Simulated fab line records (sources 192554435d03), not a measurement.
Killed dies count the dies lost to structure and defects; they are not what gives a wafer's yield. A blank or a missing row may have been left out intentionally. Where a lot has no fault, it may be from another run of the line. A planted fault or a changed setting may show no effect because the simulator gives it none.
What tool caused it? :: flow n5_finfet :: 10 lots with 30 wafers sampled at 4 steps, on a route of 1938 steps

WHAT EACH GAUGE READ, for each wafer
N5_BEOL_M0_SAQP_OVL_MEAS_15.
lot: L152
measured: day 6 19:43
on: overlay-01
M0_CORE_OVL (nm): -0.1 0.2 -1.2

lot: L154
measured: day 7 15:29
on: overlay-02
M0_CORE_OVL (nm): -1.2 -1.0 -0.4

lot: L156
measured: day 8 01:14
on: overlay-02
M0_CORE_OVL (nm): -0.1 -0.1 -1.4

lot: L158
measured: day 8 09:36
on: overlay-01
M0_CORE_OVL (nm): -0.1 0.2 0.6

lot: L160
measured: day 8 18:13
on: overlay-02
M0_CORE_OVL (nm): -1.4 0.1 -0.6

lot: L164
measured: day 9 22:58
on: overlay-02
M0_CORE_OVL (nm): 0.1 -0.5 -0.6

lot: L165
measured: day 10 00:07
on: overlay-01
M0_CORE_OVL (nm): -1.0 -1.2 -1.2

lot: L166
measured: day 10 03:47
on: overlay-01
M0_CORE_OVL (nm): -1.1 -1.8 -1.9

lot: L169
measured: day 11 00:22
on: overlay-01
M0_CORE_OVL (nm): -2.1 -1.6 -0.6

lot: L170
measured: day 11 04:23
on: overlay-01
M0_CORE_OVL (nm): 0.5 2.3 0.8

TOOL THAT RAN EACH LOT (tool first, then ch and the chambers of the sampled wafers, then the start)
lot: L152
N5_MOL_CONTACT_COAG_STRIP_72: rie_diel-01 ch 1,2, day 6 10:52
N5_MOL_CONTACT_COAG_CMP_52: cmp-01 ch 1,2,3, day 6 11:37
N5_BEOL_M0_SAQP_COAT_08: litho_track-03 ch 0, day 6 19:27

lot: L154
N5_MOL_CONTACT_COAG_STRIP_72: rie_diel-01 ch 0,2,3, day 7 07:51
N5_MOL_CONTACT_COAG_CMP_52: cmp-02 ch 0,1, day 7 08:33
N5_BEOL_M0_SAQP_COAT_08: litho_track-03 ch 0, day 7 15:05

lot: L156
N5_MOL_CONTACT_COAG_STRIP_72: rie_diel-04 ch 2,3, day 7 16:26
N5_MOL_CONTACT_COAG_CMP_52: cmp-01 ch 0,1, day 7 17:10
N5_BEOL_M0_SAQP_COAT_08: litho_track-01 ch 0, day 8 00:58

lot: L158
N5_MOL_CONTACT_COAG_STRIP_72: rie_diel-04 ch 0,3, day 8 01:52
N5_MOL_CONTACT_COAG_CMP_52: cmp-02 ch 0,1,3, day 8 02:42
N5_BEOL_M0_SAQP_COAT_08: litho_track-03 ch 0, day 8 09:13

lot: L160
N5_MOL_CONTACT_COAG_STRIP_72: rie_diel-03 ch 0,3, day 8 09:47
N5_MOL_CONTACT_COAG_CMP_52: cmp-02 ch 2,3, day 8 10:30
N5_BEOL_M0_SAQP_COAT_08: litho_track-03 ch 0, day 8 17:49

lot: L164
N5_MOL_CONTACT_COAG_STRIP_72: rie_diel-01 ch 0,1,3, day 9 14:04
N5_MOL_CONTACT_COAG_CMP_52: cmp-02 ch 0,1,2, day 9 14:47
N5_BEOL_M0_SAQP_COAT_08: litho_track-01 ch 0, day 9 22:42

lot: L165
N5_MOL_CONTACT_COAG_STRIP_72: rie_diel-01 ch 2,3, day 9 16:45
N5_MOL_CONTACT_COAG_CMP_52: cmp-04 ch 0,1,2, day 9 17:39
N5_BEOL_M0_SAQP_COAT_08: litho_track-01 ch 0, day 9 23:43

lot: L166
N5_MOL_CONTACT_COAG_STRIP_72: rie_diel-04 ch 0,2,3, day 9 21:46
N5_MOL_CONTACT_COAG_CMP_52: cmp-01 ch 0,1,3, day 9 22:26
N5_BEOL_M0_SAQP_COAT_08: litho_track-01 ch 0, day 10 03:31

lot: L169
N5_MOL_CONTACT_COAG_STRIP_72: rie_diel-01 ch 0,2,3, day 10 17:09
N5_MOL_CONTACT_COAG_CMP_52: cmp-01 ch 0,1,2, day 10 17:58
N5_BEOL_M0_SAQP_COAT_08: litho_track-01 ch 0, day 11 00:06

lot: L170
N5_MOL_CONTACT_COAG_STRIP_72: rie_diel-03 ch 0,3, day 10 22:44
N5_MOL_CONTACT_COAG_CMP_52: cmp-02 ch 2,3, day 10 23:25
N5_BEOL_M0_SAQP_COAT_08: litho_track-03 ch 0, day 11 03:59
- N5_MOL_CONTACT_COAG_STRIP_72: strips in N2/H2.
- N5_MOL_CONTACT_COAG_CMP_52: polishes, stops on SiO2, t overpolish 1.5 s, target thk 66.5 nm.
- N5_BEOL_M0_SAQP_COAT_08: resist thk 90 nm.

THE ANSWER, worked out from the rows above alone
Rule: the lots themselves supply what counts as usual. The widest of any qualifying gaps counts: lots, ordered by their means at a reading, are off when they make up no more than a third of the lots, leave a main group of 4 or more, and stand apart from it by 3 or more times the standard deviation of that group's means. A main group is skipped when, at the precision printed for the reading in the tables above, its means are all equal. Also off: a lot with no number at a reading for which 4 or more lots have one. Where the step has rows for the other lots, those lots are counted as sound.
Across all readings shown, no lot is off: no conclusion can be drawn from this.

WHAT THE SIMULATOR PUT IN
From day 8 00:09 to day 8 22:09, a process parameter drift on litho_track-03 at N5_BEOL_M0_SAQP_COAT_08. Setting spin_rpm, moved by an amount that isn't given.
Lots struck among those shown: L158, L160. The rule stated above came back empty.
